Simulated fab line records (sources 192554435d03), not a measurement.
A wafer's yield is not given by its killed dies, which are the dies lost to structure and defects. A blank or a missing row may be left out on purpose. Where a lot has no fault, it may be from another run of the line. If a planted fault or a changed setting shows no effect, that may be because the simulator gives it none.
A struck lot beside a sound one -- flow n5_finfet -- 18 steps out of a route of 1938
Sound: wafers L293.2, L293.4. Wafers struck: L301.3, L301.4, L301.6. The cause is given at the end.
Each step with rows lists, per side, the tool, then ch with its chambers, then its first start. Under that, the readings that differ: sound wafers -- struck wafers -- difference of the means -- sigmas: that difference in standard deviations of wafers without a fault.
alike: same words and numbers on both sides, and readings whose means sit less than 2 such deviations apart. not compared: any withheld reading, any reading some wafer has no value for, any bound like >300 that may hide the same value, and any number with overlapping values for which the record gives no deviation.
A row with sigmas, a row that says differs or no value, or rows on one side alone: a step with any of these is where the two part. Numbers that have no deviation but don't overlap get no sigmas and don't part them. Lack of a reading on every wafer of one side parts them only where that side has two or more wafers.

first, 5 steps without rows for these wafers: N5_SD_EPI_N_EBR_05; N5_SD_EPI_N_SOFTBAKE_04 (time 60 s); N5_SD_EPI_N_EXPOSE_06 (exposes mask SD N BLK, target cd 120 nm); N5_SD_EPI_N_PEB_07 (peb time 60 s); N5_SD_EPI_N_DEVELOP_08 (develop time 30 s).
N5_SD_EPI_N_CD_MEAS_09: the cd target is 120 nm.
  sound on cd_sem-03 ch 0, day 5 01:30; struck on cd_sem-03 ch 0, day 6 19:30
  alike: cd_nm
N5_SD_EPI_N_OVL_MEAS_10:
  sound on overlay-01 ch 0, day 5 01:32; struck on overlay-02 ch 0, day 6 19:32
  alike: SD_N_BLK_OVL
N5_SD_EPI_N_INSPECT_11: inspects for defects (macro).
  sound on defect_inspect-01, day 5 01:34; struck on defect_inspect-01, day 6 19:34
  alike: raw_defect_count
N5_SD_EPI_N_DESCUM_14: chemistry O2, time 7.9 s.
  sound on rie_diel-02 ch 1,2, day 5 01:35; struck on rie_diel-02 ch 1,2,3, day 6 19:35
  alike: drypump_motor_current_A, oes_product_au, rf_vpp_V, showerhead_plenum_p_Torr, throttle_valve_pct
  not compared: rf_hours_counter_h
N5_SD_EPI_N_ETCH_34: etches SiARC in CF4, target depth 45.5 nm, time 75.8 s.
  sound on rie_diel-02 ch 1,2, day 5 01:37; struck on rie_diel-02 ch 1,2,3, day 6 19:37
  alike: drypump_motor_current_A, etch_rf_on_time_s, oes_product_au, rf_vpp_V, showerhead_plenum_p_Torr, throttle_valve_pct
  not compared: rf_hours_counter_h
N5_SD_EPI_N_ETCH_35: etches SOC in N2/H2, overetch 108 nm, time 486 s.
  sound on rie_diel-02 ch 1,2, day 5 01:41; struck on rie_diel-02 ch 1,2,3, day 6 19:41
  alike: drypump_motor_current_A, oes_product_au, rf_vpp_V, showerhead_plenum_p_Torr, throttle_valve_pct
  not compared: rf_hours_counter_h
then, 1 step without rows for these wafers: N5_SD_EPI_N_STRIP_36 (strips in N2/H2).
N5_SD_EPI_N_ETCHBACK_44: etches SiNx in CH3F/O2, stops on SiO2, target depth 14.5 nm.
  sound on rie_diel-02 ch 1,2, day 5 02:00; struck on rie_diel-02 ch 1,2,3, day 6 20:01
reading,sound,struck,difference,sigmas
model.SiARC_of_SD_EPI_N_COAT_33.thk_nm (nm),15.6 16.6,14.4 14 13.2,-2.2,
  alike: drypump_motor_current_A, oes_ar_750_au, oes_product_au, rf_vpp_V, showerhead_plenum_p_Torr, throttle_valve_pct
  not compared: rf_hours_counter_h
N5_SD_EPI_N_ETCH_45: etches SiOCN in CH3F/O2, target depth 6 nm.
  sound on rie_diel-02 ch 1,2, day 5 02:06; struck on rie_diel-02 ch 1,2,3, day 6 20:07
  alike: drypump_motor_current_A, oes_product_au, rf_vpp_V, showerhead_plenum_p_Torr, throttle_valve_pct
  not compared: rf_hours_counter_h
N5_SD_EPI_N_ETCH_16: etches SiO2 in CHF3/O2, target depth 5 nm.
  sound on rie_diel-02 ch 1,2, day 5 02:12; struck on rie_diel-02 ch 1,2,3, day 6 20:13
reading,sound,struck,difference,sigmas
model.SiARC_of_SD_EPI_N_COAT_33.thk_nm (nm),12 13.2,11 10.6 9.6,-2,
  alike: drypump_motor_current_A, oes_ar_750_au, oes_product_au, rf_vpp_V, showerhead_plenum_p_Torr, throttle_valve_pct
  not compared: rf_hours_counter_h
then, 1 step without rows for these wafers: N5_SD_EPI_N_STRIP_47 (strips in CHF3/O2).
-- the record jumps here: 5 days lie between the struck wafers' starts before and after (it left off in module SD_EPI_N and takes up again in module BEOL_M4, whose first step shown is number 1111 of the route) --
N5_BEOL_M4_RC_MEAS_101:
  sound on prober-02 ch 0, day 9 19:37; struck on prober-01 ch 0, day 11 14:10
reading,sound,struck,difference,sigmas
DIBL_N (mV/V),34.1 34.7,38.6 39.9 38.0,+4.4,+3
IOFF_N (nA/um),0.122 0.131,0.209 0.220 0.178,+0.076,+3
ION_N (uA/um),656 663,709 684 673,+29,+2
VT_P (mV),-258 -257,-248 -250 -251,+8,+2
  alike: DIBL_P, IOFF_P, ION_P, SS_N, SS_P, VT_N
N5_PASSIVATION_PROBE_49:
  rows exist in the record for the sound wafers here (prober-02, day 14 03:07), none for the struck ones

WHERE THEY PART
Earliest at N5_BEOL_M4_RC_MEAS_101; latest, in this record, at N5_PASSIVATION_PROBE_49.

WHY: the cause the simulator had injected
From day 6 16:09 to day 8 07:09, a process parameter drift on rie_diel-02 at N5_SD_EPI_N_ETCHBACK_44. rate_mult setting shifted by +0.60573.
